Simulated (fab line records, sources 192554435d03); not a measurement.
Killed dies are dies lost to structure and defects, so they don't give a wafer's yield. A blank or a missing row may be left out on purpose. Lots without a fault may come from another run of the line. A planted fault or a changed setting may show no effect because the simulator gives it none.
Which tool did it? | flow n5_finfet | 24 lots, 72 wafers sampled, at 3 steps of a route of 1938

WHAT THE GAUGES READ, wafer by wafer
N5_BEOL_M6_INSPECT_58: inspects for defects (darkfield).
lot  | measured     | on                | raw_defect_count
L074 | day 9 10:43  | defect_inspect-02 | 58 49 103
L075 | day 9 14:46  | defect_inspect-02 | 65 60 70
L077 | day 9 18:03  | defect_inspect-02 | 58 123 59
L076 | day 9 18:31  | defect_inspect-02 | 106 88 69
L078 | day 10 17:44 | defect_inspect-02 | 79 125 73
L079 | day 10 19:31 | defect_inspect-01 | 146 103 92
L080 | day 11 02:38 | defect_inspect-02 | 113 151 123
L081 | day 11 03:30 | defect_inspect-02 | 39 40 41
L082 | day 11 07:59 | defect_inspect-01 | 29 56 56
L085 | day 11 21:56 | defect_inspect-01 | 43 47 58
L083 | day 12 00:19 | defect_inspect-01 | 37 64 54
L087 | day 12 03:42 | defect_inspect-02 | 66 59 72
L084 | day 12 03:59 | defect_inspect-01 | 57 60 60
L086 | day 12 07:43 | defect_inspect-01 | 70 28 70
L088 | day 12 12:12 | defect_inspect-01 | 88 48 59
L089 | day 12 20:28 | defect_inspect-02 | 46 51 39
L090 | day 13 13:56 | defect_inspect-02 | 74 56 131
L091 | day 13 21:13 | defect_inspect-01 | 90 46 85
L092 | day 13 21:29 | defect_inspect-01 | 41 39 48
L093 | day 14 03:49 | defect_inspect-01 | 63 51 28
L094 | day 14 14:29 | defect_inspect-02 | 71 124 116
L097 | day 14 20:10 | defect_inspect-02 | 75 84 56
L096 | day 15 00:14 | defect_inspect-01 | 53 54 63
L095 | day 15 00:31 | defect_inspect-01 | 48 47 61

N5_BEOL_M7_THK_MEAS_01.
lot  | measured     | on            | M7_ILD_THK (nm)
L074 | day 9 11:19  | film_metro-02 | 154.2 152.3 155.3
L075 | day 9 15:23  | film_metro-01 | 148.6 154.8 152.5
L077 | day 9 18:40  | film_metro-01 | 154.3 152.0 155.7
L076 | day 9 19:08  | film_metro-02 | 153.7 154.3 155.6
L078 | day 10 18:20 | film_metro-01 | 152.3 152.5 152.8
L079 | day 10 20:07 | film_metro-01 | 153.4 157.3 153.7
L080 | day 11 03:14 | film_metro-01 | 153.4 154.1 156.2
L081 | day 11 04:08 | film_metro-02 | 153.8 155.7 153.0
L082 | day 11 08:37 | film_metro-01 | 153.9 154.7 157.9
L085 | day 11 22:33 | film_metro-02 | 150.5 152.5 154.2
L083 | day 12 00:56 | film_metro-01 | 153.3 151.4 157.0
L087 | day 12 04:19 | film_metro-01 | 153.0 154.5 155.9
L084 | day 12 04:37 | film_metro-02 | 152.1 157.5 154.3
L086 | day 12 08:20 | film_metro-02 | 156.2 158.3 158.3
L088 | day 12 12:55 | film_metro-02 | 154.7 157.0 156.5
L089 | day 12 21:04 | film_metro-02 | 153.9 153.4 154.3
L090 | day 13 14:32 | film_metro-02 | 152.1 155.1 152.7
L091 | day 13 21:50 | film_metro-01 | 153.7 157.3 153.3
L092 | day 13 22:19 | film_metro-02 | 152.2 150.4 153.1
L093 | day 14 04:26 | film_metro-02 | 151.2 153.9 157.0
L094 | day 14 15:07 | film_metro-02 | 152.3 154.5 152.8
L097 | day 14 20:47 | film_metro-01 | 153.3 156.3 157.1
L096 | day 15 00:51 | film_metro-01 | 153.6 154.6 153.2
L095 | day 15 01:10 | film_metro-02 | 151.5 152.5 154.7

WHICH TOOL RAN EACH LOT (tool, then ch and the chambers of the sampled wafers, then the start)
lot  | N5_BEOL_M6_SPUTTER_48
L074 | pvd_sputter-01, day 9 08:16
L075 | pvd_sputter-03, day 9 13:48
L077 | pvd_sputter-03, day 9 16:40
L076 | pvd_sputter-02, day 9 17:13
L078 | pvd_sputter-02, day 10 16:44
L079 | pvd_sputter-01, day 10 18:28
L080 | pvd_sputter-01, day 11 01:05
L081 | pvd_sputter-01, day 11 01:23
L082 | pvd_sputter-02, day 11 05:37
L085 | pvd_sputter-02, day 11 20:58
L083 | pvd_sputter-02, day 11 23:13
L087 | pvd_sputter-03, day 12 02:44
L084 | pvd_sputter-03, day 12 02:59
L086 | pvd_sputter-01, day 12 06:38
L088 | pvd_sputter-02, day 12 11:13
L089 | pvd_sputter-01, day 12 19:29
L090 | pvd_sputter-03, day 13 12:15
L091 | pvd_sputter-03, day 13 20:03
L092 | pvd_sputter-03, day 13 20:15
L093 | pvd_sputter-03, day 14 02:41
L094 | pvd_sputter-03, day 14 13:14
L097 | pvd_sputter-01, day 14 19:00
L096 | pvd_sputter-01, day 14 22:56
L095 | pvd_sputter-02, day 14 23:30
- N5_BEOL_M6_SPUTTER_48: material Cu, target thk 10 nm, time 1.667 s.

WHAT THE TOOLS THEMSELVES READ (means of the sampled wafers that have a number; where no wafer has one, the mark that the record gives instead)
N5_BEOL_M6_SPUTTER_48.
lot  | tool           | chuck_gas_flow_sccm (sccm) | throttle_valve_pct (%)
L074 | pvd_sputter-01 | 1.27                       | 29.0
L075 | pvd_sputter-03 | 1.28                       | 29.8
L077 | pvd_sputter-03 | 1.25                       | 29.8
L076 | pvd_sputter-02 | 1.26                       | 29.7
L078 | pvd_sputter-02 | 1.27                       | 30.5
L079 | pvd_sputter-01 | 1.28                       | 29.7
L080 | pvd_sputter-01 | 1.27                       | 29.4
L081 | pvd_sputter-01 | 1.27                       | 29.1
L082 | pvd_sputter-02 | 1.26                       | 29.4
L085 | pvd_sputter-02 | 1.28                       | 30.3
L083 | pvd_sputter-02 | 1.27                       | 30.2
L087 | pvd_sputter-03 | 1.27                       | 29.7
L084 | pvd_sputter-03 | 1.32                       | 29.7
L086 | pvd_sputter-01 | 1.24                       | 29.1
L088 | pvd_sputter-02 | 1.26                       | 30.4
L089 | pvd_sputter-01 | 1.28                       | 29.3
L090 | pvd_sputter-03 | 1.27                       | 29.3
L091 | pvd_sputter-03 | 1.33                       | 29.6
L092 | pvd_sputter-03 | 1.23                       | 29.5
L093 | pvd_sputter-03 | 1.29                       | 29.6
L094 | pvd_sputter-03 | 1.29                       | 30.4
L097 | pvd_sputter-01 | 1.28                       | 29.6
L096 | pvd_sputter-01 | 1.23                       | 29.7
L095 | pvd_sputter-02 | 1.27                       | 29.2

THE ANSWER, worked out from the rows above alone
Rule: what is usual is taken from the lots themselves. Put in order of their means at a reading, lots are off if they are a third of the lots or fewer, leave a main group of 4 or more, and stand apart from it by a gap of 3 or more times the standard deviation of the main group's means; of several such gaps the widest counts. A main group whose means are all the same, to the digits that the tables above print for the reading, isn't used. A lot without any number at a reading at which 4 lots or more have one is off too. The other lots that the step has rows for count as sound. The gauges are gone through in route order, then the tools' own readings, and for those a lot's mean is taken as printed above. The first step at which some lot is off is used, and at that step the reading that is off furthest; a lot without a number counts as furthest.
No lot is off at any reading shown: from this, nothing can be told.

WHAT THE SIMULATOR HAD PUT IN
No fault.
